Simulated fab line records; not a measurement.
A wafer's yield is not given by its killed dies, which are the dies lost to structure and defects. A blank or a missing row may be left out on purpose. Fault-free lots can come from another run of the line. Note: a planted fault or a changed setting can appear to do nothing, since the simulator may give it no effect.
Chamber matching | flow n5_finfet | pecvd-01 running N5_BEOL_M12_DEP_53: 3 sister chambers
The step deposits SiCN from 3MS/NH3, target thk 30 nm, time 10.5 s. 6 wafers are shown with their chamber, then 12 later ones without.

## WAFERS WITH THEIR CHAMBER
wafer  | chamber | showerhead_plenum_p_Torr (Torr) | throttle_valve_pct (%)
L083.2 | 1       | 4.129                           | 18.8
L088.2 | 2       | 4.136                           | 17.9
L088.5 | 0       | 4.174                           | 18.4
L091.3 | 2       | 4.148                           | 18.1
L091.5 | 0       | 4.190                           | 18.3
L091.6 | 1       | 4.123                           | 18.5

## WAFERS WITHOUT THEIR CHAMBER
wafer  | showerhead_plenum_p_Torr (Torr) | throttle_valve_pct (%)
L090.1 | 4.148                           | 18.0
L090.4 | 4.139                           | 18.6
L090.5 | 4.143                           | 18.3
L095.2 | 4.194                           | 18.3
L095.3 | 4.137                           | 18.5
L095.4 | 4.139                           | 18.2
L097.1 | 4.147                           | 17.8
L097.2 | 4.191                           | 18.7
L097.3 | 4.144                           | 18.7
L097.4 | 4.201                           | 18.4
L097.5 | 4.143                           | 18.2
L097.6 | 4.144                           | 18.8

## WHICH CHAMBER EACH ONE RAN IN
wafer  | from the rows above     | in truth
L090.1 | 2                       | 2
L090.4 | 1                       | 1
L090.5 | can't be placed: 2 or 1 | 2
L095.2 | 0                       | 0
L095.3 | can't be placed: 1 or 2 | 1
L095.4 | can't be placed: 2 or 1 | 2
L097.1 | 2                       | 2
L097.2 | 0                       | 0
L097.3 | 1                       | 1
L097.4 | 0                       | 0
L097.5 | 2                       | 2
L097.6 | 1                       | 1
Placed correctly: 9 of 12. Not placeable from these rows: 3 (in 3, the candidates include the true chamber). Wrongly placed: 0.
How it was worked out, from the rows above alone: a wafer's distance from a chamber is the root of the sum, over the readings, of the square of ((its reading less the chamber's mean) divided by the reading's scatter). The wafer belongs to the nearest chamber; if the next one is less than 2 further off, it can't be placed. The mean given for a chamber averages the wafers shown for that chamber. How the scatter is found: for the shown wafers, subtract from each reading the mean of its chamber, square and add these, divide the total by (wafers less chambers), then take the root.
